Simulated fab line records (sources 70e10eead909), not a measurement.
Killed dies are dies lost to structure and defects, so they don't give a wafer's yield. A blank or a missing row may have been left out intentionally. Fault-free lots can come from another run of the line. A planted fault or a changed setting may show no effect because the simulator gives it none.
8D (eight disciplines) problem report, filled in by code | flow nand harc | the parts of the form that need people (team, actions taken, sign-off) are left out

1. PROBLEM STATEMENT
Mean of killed at periphery at NHARC_END_SORT_01: 103.5 across 2 wafers in 2 lots; on wafers with no fault it is 4.2 (standard deviation 2.9). That is +34 standard deviations from the usual mean.
Earliest sighting: wafer L424.1 on prober-01 at day 30 01:35. Wafers with a number at this step in the record: 9, from 3 lots. By rule, "out" or "out of limits" means more than 4 standard deviations away from the usual mean. All remaining wafers that have a number are taken as sound.

2. WHAT IT IS AND WHAT IT IS NOT
question                    | is                   | is not
which readings at this step | killed at periphery  | killed at array, killed at other, killed open, killed short
which lots                  | L424, L425           | L416
which wafers of those lots  | L424.1, L425.2       | L424.2, L424.5, L425.3, L425.5
read on which gauges        | prober-01, prober-02 | -
when                        | from day 30 01:35    | up to then (3 sound wafers); but 4 sound wafers of L424, L425 came after

3. THE SUSPECTS, EACH WITH WHAT RULES IT OUT
Counting: a tool at a process step up to the reading stays a suspect if it ran every lot that is out. Sound lots after the first of them don't rule it out here, since some wafers of a struck lot are sound.
- the gauge at NHARC_END_SORT_01 is ruled out. 2 gauges (prober-01, prober-02) read the wafers that are out.
- rie diel-04 at NHARC_P_M2_ETCH_15 (etches the open film in C4F8/Ar, target depth 182.5 nm, time 91.2 s): kept. It ran every lot that is out, first L425 (day 12 07:57).
- At NHARC_P_M2_ETCH_15, inside rie diel-04: chamber 1 took the wafers that are out, while their sound lot-mates went through chambers 0, 2, 3.
After counting, what remains is rie diel-04 at NHARC_P_M2_ETCH_15.

4. THE CAUSE (what the simulator had put in)
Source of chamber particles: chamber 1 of rie diel-04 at NHARC_P_M2_ETCH_15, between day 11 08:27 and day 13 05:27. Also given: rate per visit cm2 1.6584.
Counting left only this tool.

5. SEQUENCE OF EFFECTS, ordered by route
Rows list readings where the struck wafers' mean (over those with a number) sits beyond 3 standard deviations from the usual. Readings are gone through only where the record gives a usual standard deviation; hours: the median, over the lots, of the time from a lot's start at the first step in this table giving one to that lot's start at this step; sigmas: the change measured in usual standard deviations.
hours | step              | reading              | usual | on struck wafers | change | sigmas
0     | NHARC_END_SORT_01 | defect limited yield | 91 %  | 78               | -13    | -4.2
0     | NHARC_END_SORT_01 | killed at periphery  | 4.2   | 103.5            | +99.3  | +34
0     | NHARC_END_SORT_01 | killed dies          | 62    | 151              | +89    | +4.2

6. HOW IT WOULD HAVE BEEN CAUGHT EARLIER
Counted from the fault's start at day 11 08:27, it took 449 hours until the first out-of-limits reading at a measuring or inspecting step in this record, taken at day 30 01:35.
An alarm limit of 4 standard deviations would not have fired on the tool readings at NHARC_P_M2_ETCH_15 for which the record gives a usual standard deviation, since none of them was out on any struck wafer.
Lots out: 2; all had begun NHARC_P_M2_ETCH_15 on rie diel-04 by day 30 01:35. A hold on the tool at that time would have spared none of them.
